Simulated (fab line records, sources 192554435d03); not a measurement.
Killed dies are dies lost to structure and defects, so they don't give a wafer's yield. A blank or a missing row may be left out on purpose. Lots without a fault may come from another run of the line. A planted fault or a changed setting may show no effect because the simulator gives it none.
A struck lot beside a sound one | flow n5_finfet | 14 steps out of a route of 1938
Sound: wafers L781.3, L781.5, L781.6. Struck: wafer L799.5. (L799.4, L799.6 of the same lot were not struck and are left out.) The cause comes at the end.
At each step with rows: each side's tool, then ch and its chambers, then its first start. Under that, the readings that differ: sound wafers | struck wafers | difference of the means | sigmas: that difference in standard deviations of wafers without a fault.
alike: readings whose means differ by less than 2 such deviations, and words and numbers that are the same on both sides. not compared: withheld readings, readings that some wafer has no value for, bounds like >300 that may hide the same value, and numbers for which the record gives no deviation and whose values overlap.
The two part at a step that has a row with sigmas, a row that says differs or no value, or rows on one side only. Numbers that don't overlap but have no deviation are shown without sigmas and don't part them. A reading that every wafer of one side lacks parts them only if that side has two wafers or more.

first, 8 steps without rows for these wafers: N5_BEOL_M15_COAT_60 (time 60 s, resist thk 89 nm); N5_BEOL_M15_COAT_22 (resist thk 800 nm); N5_BEOL_M15_EBR_24; N5_BEOL_M15_SOFTBAKE_23 (time 60 s); N5_BEOL_M15_EXPOSE_25 (exposes mask M15, target cd 400 nm); N5_BEOL_M15_PEB_26 (peb time 90 s); N5_BEOL_M15_DEVELOP_27 (develop time 45 s); N5_BEOL_M15_HARDBAKE_32 (time 120 s).
N5_BEOL_M15_CD_MEAS_28: target cd 407.6 nm.
  sound on cd_sem-01 ch 0, day 12 17:56; struck on cd_sem-03 ch 0, day 18 17:23
  alike: cd_nm
N5_BEOL_M15_OVL_MEAS_29:
  sound on overlay-02 ch 0, day 12 17:58; struck on overlay-01 ch 0, day 18 17:25
  alike: M15_OVL
N5_BEOL_M15_INSPECT_30: inspects for defects (macro).
  sound on defect_inspect-02, day 12 18:00; struck on defect_inspect-01, day 18 17:26
  alike: raw_defect_count
N5_BEOL_M15_DESCUM_33: chemistry O2, time 7.9 s.
  sound on rie_diel-06 ch 0,3, day 12 18:10; struck on rie_diel-02 ch 0, day 18 17:28
  reading             | sound             | struck | difference | sigmas
  o2_flow_sccm (sccm) | 224.8 225.8 225.3 | 223.8  | -1.5       | -2
  alike: drypump_motor_current_A, oes_product_au, rf_vpp_V, showerhead_plenum_p_Torr, throttle_valve_pct
  not compared: rf_hours_counter_h
N5_BEOL_M15_ETCH_61: etches BARC in N2/H2, target depth 89 nm, overetch 26.7 nm, time 67.9 s.
  sound on rie_diel-06 ch 0,3, day 12 18:12; struck on rie_diel-02 ch 0, day 18 17:30
  reading      | sound             | struck | difference | sigmas
  bias_w (W)   | 150.7 150.3 149.9 | 163.3  | +13.0      | +30
  rf_vpp_V (V) | 522.5 523.1 522.0 | 551.8  | +29.3      | +10
  alike: drypump_motor_current_A, oes_product_au, showerhead_plenum_p_Torr, throttle_valve_pct
  not compared: rf_hours_counter_h
N5_BEOL_M15_TRENCH_ETCH_34: etches SiO2 in C4F8/O2/Ar, target depth 872.93 nm, time 199 s.
  sound on rie_diel-06 ch 0,3, day 12 18:15; struck on rie_diel-02 ch 0, day 18 17:33
  alike: bias_w, drypump_motor_current_A, he_inner_torr, oes_product_au, rf_vpp_V, showerhead_plenum_p_Torr, throttle_valve_pct
  not compared: rf_hours_counter_h

WHERE THEY PART
First at N5_BEOL_M15_DESCUM_33; last, within this record, at N5_BEOL_M15_ETCH_61. Later steps at which nothing parts them and some readings are alike: N5_BEOL_M15_TRENCH_ETCH_34.

WHY: what the simulator had put in
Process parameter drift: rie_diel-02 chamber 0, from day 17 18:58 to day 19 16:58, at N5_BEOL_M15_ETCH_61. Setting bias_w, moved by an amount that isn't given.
